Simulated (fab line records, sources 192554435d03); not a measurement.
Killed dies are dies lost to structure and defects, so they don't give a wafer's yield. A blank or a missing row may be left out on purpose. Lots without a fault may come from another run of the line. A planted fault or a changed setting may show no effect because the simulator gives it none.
Split-lot experiment | flow n5_finfet | 7 lots, 21 wafers read, on a route of 1938 steps

THE SPLIT
At N5_BEOL_M6_EXPOSE_25 (exposes mask V5, target cd 40 nm), the setting dose_mj was moved away from the recipe's 45 on 7 of the 21 wafers read, by -7.4% to +6.4%. The other wafers ran this setting at the recipe's value.

FROM THE SPLIT TO THE READING: what the file shows between them, 2 steps
- N5_BEOL_M6_PEB_26: peb time 60 s
- N5_BEOL_M6_DEVELOP_27: develop time 30 s

THE READING
cd_nm, in nm, at N5_BEOL_M6_CD_MEAS_28 (target cd 40 nm). Fault-free wafers of this fab line usually give 40.08 nm, standard deviation 0.23 nm.

wafer  | tool, chamber at the split | dose_mj as run | against the recipe | cd_nm, nm | against lot-mates on the recipe
L077.1 | euv_scanner-01, 0          | 47.71          | +6.0%              | 41.56     | +1.31
L077.2 | euv_scanner-01, 0          | 45             | recipe             | 40.25     | -
L077.5 | euv_scanner-01, 0          | 47.71          | +6.0%              | 41.09     | +0.84
L078.1 | euv_scanner-02, 0          | 47.87          | +6.4%              | 41.79     | +1.65
L078.5 | euv_scanner-02, 0          | 45             | recipe             | 40.47     | -
L078.6 | euv_scanner-02, 0          | 45             | recipe             | 39.81     | -
L081.3 | euv_scanner-01, 0          | 45             | recipe             | 40.22     | -
L081.4 | euv_scanner-01, 0          | 45             | recipe             | 40.37     | -
L081.5 | euv_scanner-01, 0          | 45             | recipe             | 39.98     | -
L083.1 | euv_scanner-01, 0          | 45             | recipe             | 40.36     | -
L083.3 | euv_scanner-01, 0          | 45             | recipe             | 40.06     | -
L083.4 | euv_scanner-01, 0          | 45             | recipe             | 40.04     | -
L087.2 | euv_scanner-02, 0          | 41.66          | -7.4%              | 38.56     | no lot-mate on the recipe
L087.3 | euv_scanner-02, 0          | 41.66          | -7.4%              | 38.36     | no lot-mate on the recipe
L087.4 | euv_scanner-02, 0          | 41.66          | -7.4%              | 38.44     | no lot-mate on the recipe
L091.3 | euv_scanner-01, 0          | 45             | recipe             | 39.83     | -
L091.4 | euv_scanner-01, 0          | 45             | recipe             | 39.68     | -
L091.6 | euv_scanner-01, 0          | 45             | recipe             | 40.33     | -
L096.2 | euv_scanner-02, 0          | 45             | recipe             | 40.12     | -
L096.3 | euv_scanner-02, 0          | 42.72          | -5.1%              | 38.48     | -1.76
L096.5 | euv_scanner-02, 0          | 45             | recipe             | 40.35     | -

THE FIT
A straight line over all 21 wafers: cd_nm changes by +0.232 nm for each +1% of dose_mj; r = +0.96; the points scatter about the line by 0.25 nm.
The same after taking each lot's own level away (the mean of its wafers on the recipe; 18 wafers): +0.239 nm for each +1%; r = +0.93; scatter 0.28 nm.
On that fit, the largest move of dose_mj shifts the reading by 1.8 nm.
The lots' own levels span 39.947 to 40.250 nm, that is 1.3 times the standard deviation above.
So the lot-to-lot level changes the slope little: the two slopes agree.
Check: with one of the wafers moved furthest among these (+6.4%) left out of the fit, the line predicts +1.38 nm for it against its lot-mates. It came out at +1.65 nm against them.

OTHER SPLITS ON THESE WAFERS
These wafers also went through other splits before the reading. Each is held against what the fit with the lots' levels taken away leaves over:
other split on the same wafers    | wafers away from the commonest value | r with cd_nm (lot level and that fit taken away)
N5_BEOL_M4_DESCUM_16 time_s       | 8                                    | +0.14
N5_BEOL_M5_HM_DEP_02 target_thk_a | 13                                   | +0.42
N5_BEOL_M5_TRENCH_ETCH_37 time_s  | 6                                    | +0.20
N5_BEOL_M5_ETCH_41 source_w       | 7                                    | +0.04

THE WHOLE CHAIN: every reading that the file lists as answering this split, in the file's order
step                  | what it does                                                | reading                                                        | change (the file's fit)               | r (the file's)
N5_BEOL_M6_CD_MEAS_28 | target cd 40 nm                                             | cd_nm                                                          | +0.253 nm for each +1% of the setting | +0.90
N5_BEOL_M6_DESCUM_33  | chemistry O2, time 7 s                                      | BEOL_M6.cd_nm (the simulator's own value, which no gauge read) | +0.221 nm for each +1% of the setting | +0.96
N5_BEOL_M6_ETCH_72    | etches underlayer in N2/H2, target depth 6.5 nm, time 5.2 s | BEOL_M6.cd_nm (the simulator's own value, which no gauge read) | +0.209 nm for each +1% of the setting | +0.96

THE FILE'S OWN FIT
cd_nm changes by +0.253 nm for each +1% of dose_mj, r = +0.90.
